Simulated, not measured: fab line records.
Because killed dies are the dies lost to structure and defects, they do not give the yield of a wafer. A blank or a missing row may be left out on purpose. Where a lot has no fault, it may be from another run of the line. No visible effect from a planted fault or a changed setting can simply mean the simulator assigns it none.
Check of tool commonality :: flow nand-harc :: Sample size 13 lots and 45 wafers

== WHY THIS WAS OPENED ==
On 2 of the 13 lots, a flag is raised at NHARC_A_ONON_D1_THK_MEAS_27 on the reading thk-nm. Fault-free wafers read 1002 nm, with a standard deviation of 9.5.
Rule: a lot is flagged when every wafer of it that has a number lies more than 4 standard deviations from that mean, or none has a number. The other lots count as sound.

lot: L626
measured: day 8 13:14
on: film-metro-02
thk-nm (nm), wafer by wafer: 1007 1007 1008
flag: 

lot: L627
measured: day 8 20:49
on: film-metro-01
thk-nm (nm), wafer by wafer: 994 995 996
flag: 

lot: L628
measured: day 9 12:43
on: film-metro-01
thk-nm (nm), wafer by wafer: 993 993 992
flag: 

lot: L629
measured: day 9 12:44
on: film-metro-02
thk-nm (nm), wafer by wafer: 1004 1004 1002
flag: 

lot: L630
measured: day 10 05:03
on: film-metro-02
thk-nm (nm), wafer by wafer: 990 989 990
flag: 

lot: L631
measured: day 10 05:04
on: film-metro-01
thk-nm (nm), wafer by wafer: 986 988 987
flag: 

lot: L633
measured: day 11 11:56
on: film-metro-01
thk-nm (nm), wafer by wafer: 992 990 991
flag: 

lot: L635
measured: day 12 03:07
on: film-metro-01
thk-nm (nm), wafer by wafer: 1013 1015 1013
flag: 

lot: L640
measured: day 14 06:10
on: film-metro-01
thk-nm (nm), wafer by wafer: 1525 1526 1526 1526 1525 1524
flag: FLAGGED

lot: L642
measured: day 15 00:19
on: film-metro-01
thk-nm (nm), wafer by wafer: 1546 1545 1545 1546 1544 1545
flag: FLAGGED

lot: L647
measured: day 16 22:04
on: film-metro-01
thk-nm (nm), wafer by wafer: 1007 1004 1004
flag: 

lot: L646
measured: day 16 22:04
on: film-metro-01
thk-nm (nm), wafer by wafer: 1005 1004 1004
flag: 

lot: L648
measured: day 17 13:47
on: film-metro-02
thk-nm (nm), wafer by wafer: 981 981 981
flag: 
On average the flagged lots' numbers are 1535 nm, which is +533 nm against the usual, or +56 standard deviations.

== EACH LOT AND THE TOOL IT RAN ON ==
2 process steps preceding the reading are held in the record, out of 1302 steps in the route. Every cell lists first the tool, next ch and the chambers used by the sampled wafers, and last the start.
lot: L626
flag: 
NHARC_A_ZERO_WELL_DESCUM_12: rie-diel-11 ch 0,2,3, day 7 03:49
NHARC_A_ONON_D1_DEP_25: pecvd-onon-02 ch 0, day 8 12:47

lot: L627
flag: 
NHARC_A_ZERO_WELL_DESCUM_12: rie-diel-05 ch 0,2, day 7 09:05
NHARC_A_ONON_D1_DEP_25: pecvd-onon-04 ch 0, day 8 20:19

lot: L628
flag: 
NHARC_A_ZERO_WELL_DESCUM_12: rie-diel-11 ch 0,1, day 7 23:22
NHARC_A_ONON_D1_DEP_25: pecvd-onon-03 ch 0, day 9 12:12

lot: L629
flag: 
NHARC_A_ZERO_WELL_DESCUM_12: rie-diel-05 ch 0,2,3, day 8 01:16
NHARC_A_ONON_D1_DEP_25: pecvd-onon-04 ch 0, day 9 12:23

lot: L630
flag: 
NHARC_A_ZERO_WELL_DESCUM_12: rie-diel-11 ch 0,1,3, day 8 14:40
NHARC_A_ONON_D1_DEP_25: pecvd-onon-03 ch 0, day 10 04:32

lot: L631
flag: 
NHARC_A_ZERO_WELL_DESCUM_12: rie-diel-11 ch 1,2, day 8 20:58
NHARC_A_ONON_D1_DEP_25: pecvd-onon-02 ch 0, day 10 04:36

lot: L633
flag: 
NHARC_A_ZERO_WELL_DESCUM_12: rie-diel-11 ch 0,1,3, day 10 00:49
NHARC_A_ONON_D1_DEP_25: pecvd-onon-04 ch 0, day 11 11:26

lot: L635
flag: 
NHARC_A_ZERO_WELL_DESCUM_12: rie-diel-11 ch 1,3, day 10 18:45
NHARC_A_ONON_D1_DEP_25: pecvd-onon-02 ch 0, day 12 02:40

lot: L640
flag: FLAGGED
NHARC_A_ZERO_WELL_DESCUM_12: rie-diel-11 ch 0,3, day 12 17:56
NHARC_A_ONON_D1_DEP_25: pecvd-onon-02 ch 0, day 14 05:43

lot: L642
flag: FLAGGED
NHARC_A_ZERO_WELL_DESCUM_12: rie-diel-11 ch 1,2, day 13 13:17
NHARC_A_ONON_D1_DEP_25: pecvd-onon-02 ch 0, day 14 23:55

lot: L647
flag: 
NHARC_A_ZERO_WELL_DESCUM_12: rie-diel-03 ch 0,2, day 15 09:39
NHARC_A_ONON_D1_DEP_25: pecvd-onon-03 ch 0, day 16 21:40

lot: L646
flag: 
NHARC_A_ZERO_WELL_DESCUM_12: rie-diel-05 ch 1,2,3, day 15 09:04
NHARC_A_ONON_D1_DEP_25: pecvd-onon-04 ch 0, day 16 21:37

lot: L648
flag: 
NHARC_A_ZERO_WELL_DESCUM_12: rie-diel-03 ch 0,2, day 15 23:01
NHARC_A_ONON_D1_DEP_25: pecvd-onon-04 ch 0, day 17 13:17
What is done by these steps:
- NHARC_A_ZERO_WELL_DESCUM_12: chemistry O2, time 3 s.
- NHARC_A_ONON_D1_DEP_25: target thk 1000 nm.
- NHARC_A_ONON_D1_THK_MEAS_27: measures by ellipsometry.

== FLAGGED OVER TOTAL, TOOL BY TOOL (the gauges that took the reading come last) ==
step: NHARC_A_ZERO_WELL_DESCUM_12
tool: rie-diel-03
lots run: 2
flagged: 0
share of the flagged lots: none
sound lots run after its first flagged lot: -

step: NHARC_A_ZERO_WELL_DESCUM_12
tool: rie-diel-05
lots run: 3
flagged: 0
share of the flagged lots: none
sound lots run after its first flagged lot: -

step: NHARC_A_ZERO_WELL_DESCUM_12
tool: rie-diel-11
lots run: 8
flagged: 2
share of the flagged lots: all
sound lots run after its first flagged lot: 0

step: NHARC_A_ONON_D1_DEP_25
tool: pecvd-onon-02
lots run: 5
flagged: 2
share of the flagged lots: all
sound lots run after its first flagged lot: 0

step: NHARC_A_ONON_D1_DEP_25
tool: pecvd-onon-03
lots run: 3
flagged: 0
share of the flagged lots: none
sound lots run after its first flagged lot: -

step: NHARC_A_ONON_D1_DEP_25
tool: pecvd-onon-04
lots run: 5
flagged: 0
share of the flagged lots: none
sound lots run after its first flagged lot: -

step: NHARC_A_ONON_D1_THK_MEAS_27
tool: film-metro-01
lots run: 9
flagged: 2
share of the flagged lots: all
sound lots run after its first flagged lot: 2 (L647,L646)

step: NHARC_A_ONON_D1_THK_MEAS_27
tool: film-metro-02
lots run: 4
flagged: 0
share of the flagged lots: none
sound lots run after its first flagged lot: -

== THE TABLE: WHAT IT ALLOWS ==
Rows of the table that ran every flagged lot, 3 in all: rie-diel-11 at NHARC_A_ZERO_WELL_DESCUM_12, pecvd-onon-02 at NHARC_A_ONON_D1_DEP_25, film-metro-01 at NHARC_A_ONON_D1_THK_MEAS_27.
- rie-diel-11 at NHARC_A_ZERO_WELL_DESCUM_12: 2 of its 8 lots flagged. It ran its last sound lot, L635, at day 10 18:45 and its first flagged lot, L640, at day 12 17:56: a fault with its onset between the two fits.
- pecvd-onon-02 at NHARC_A_ONON_D1_DEP_25: 2 of its 5 lots flagged. It ran its last sound lot, L635, at day 12 02:40 and its first flagged lot, L640, at day 14 05:43: a fault with its onset between the two fits.
- film-metro-01 at NHARC_A_ONON_D1_THK_MEAS_27: 2 of its 9 lots flagged. Lots that were sound ran on it after the first flagged one (L647, L646); a persistent fault on the entire tool would not allow that.
Counting lots can't tell these 2 tools apart, because each fits a fault that began at some hour. More lots, or a look at what each step does to the wafer, might.

== WHAT THE SIMULATOR HAD PUT IN ==
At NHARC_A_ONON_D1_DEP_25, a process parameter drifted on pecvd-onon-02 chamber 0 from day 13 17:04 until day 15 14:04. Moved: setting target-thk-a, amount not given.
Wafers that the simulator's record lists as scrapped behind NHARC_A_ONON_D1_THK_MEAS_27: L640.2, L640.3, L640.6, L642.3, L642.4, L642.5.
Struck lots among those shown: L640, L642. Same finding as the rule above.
